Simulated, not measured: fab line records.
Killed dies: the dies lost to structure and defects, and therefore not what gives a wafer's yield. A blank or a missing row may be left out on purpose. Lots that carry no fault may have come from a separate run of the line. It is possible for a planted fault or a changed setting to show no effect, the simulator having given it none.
Chamber matching + flow n5 finfet + 4 sister chambers for N5_GATE_CUT_CMP_23 on cmp-02
The step polishes, stops on SiO2, t overpolish 23.4 s, target thk 16 nm. 4 wafers are shown with their chamber, then 8 later ones without.

## EACH WAFER AND ITS CHAMBER
| wafer  | chamber | motor current A (A) |
|--------|---------|---------------------|
| L079.4 | 0       | 8.5                 |
| L084.5 | 3       | 7.8                 |
| L089.6 | 2       | 7.9                 |
| L090.1 | 1       | 7.6                 |

## WAFERS WITHOUT THEIR CHAMBER
| wafer  | motor current A (A) |
|--------|---------------------|
| L090.3 | 8.4                 |
| L090.5 | 8.2                 |
| L092.2 | 7.9                 |
| L092.3 | 7.8                 |
| L092.6 | 8.8                 |
| L097.2 | 7.6                 |
| L097.3 | 9.0                 |
| L097.5 | 8.0                 |

## WHICH CHAMBER EACH WENT THROUGH
| wafer  | from the rows above               | in truth |
|--------|-----------------------------------|----------|
| L090.3 | can't be placed: 0 or 2           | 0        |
| L090.5 | can't be placed: 2 or 0 or 3 or 1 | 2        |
| L092.2 | can't be placed: 2 or 3 or 1      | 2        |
| L092.3 | can't be placed: 3 or 2 or 1      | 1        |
| L092.6 | 0                                 | 0        |
| L097.2 | can't be placed: 1 or 3 or 2      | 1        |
| L097.3 | 0                                 | 0        |
| L097.5 | can't be placed: 2 or 3 or 1 or 0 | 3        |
Placed correctly: 2 of 8. Unplaceable from these rows: 6, with the true chamber sitting among the candidates in 6. Wrongly placed: 0.
How it was worked out, from the rows above alone: a wafer's distance from a chamber is the root of the sum, over the readings, of the square of ((its reading less the chamber's mean) divided by the reading's scatter). The wafer belongs to the nearest chamber; if the next one is less than 2 further off, it can't be placed. The mean given for a chamber averages the wafers shown for that chamber. The scatter (one wafer shown for each chamber): square how far every hidden wafer sits from the nearest shown wafer, average those squares and take the square root.
